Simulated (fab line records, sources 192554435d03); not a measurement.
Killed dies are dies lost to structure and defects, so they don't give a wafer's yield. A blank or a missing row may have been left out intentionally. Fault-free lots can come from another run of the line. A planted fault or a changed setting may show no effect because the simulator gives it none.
Matching of chambers ; flow n5Finfet ; 4 sister chambers for N5_SDB_ALD_29 on aldSin-02
The step deposits SiNx, target thk 30 nm, pulse time 1 s, ald cycles 600. 4 wafers are shown with their chamber, then 7 later ones without.

EACH WAFER AND ITS CHAMBER
wafer;chamber;heaterPowerW (W)
L638.1;3;775
L639.6;1;902
L642.1;0;839
L642.2;2;779

WAFERS WITH NO CHAMBER GIVEN
wafer;heaterPowerW (W)
L642.5;777
L646.1;770
L646.2;767
L646.3;846
L647.1;836
L647.3;764
L647.4;784

WHICH CHAMBER EACH ONE RAN IN
wafer;from the rows above;in truth
L642.5;can't be placed: 2 or 3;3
L646.1;can't be placed: 3 or 2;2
L646.2;can't be placed: 3 or 2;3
L646.3;0;0
L647.1;0;0
L647.3;can't be placed: 3 or 2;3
L647.4;can't be placed: 2 or 3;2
Placed correctly: 2 of 7. From these rows, 5 cannot be placed; in 5 the true chamber is one of the candidates. Placed wrongly: 0.
How it was worked out, from the rows above alone: a wafer's distance from a chamber is the root of the sum, over the readings, of the square of ((its reading less the chamber's mean) divided by the reading's scatter). If the next closest chamber is less than 2 further off than the closest, the wafer can't be placed; otherwise it belongs to the closest. A chamber's mean is the mean of its shown wafers. The scatter: with one shown wafer a chamber, the root of the mean of the squares of how far each hidden wafer lies from its nearest shown one.
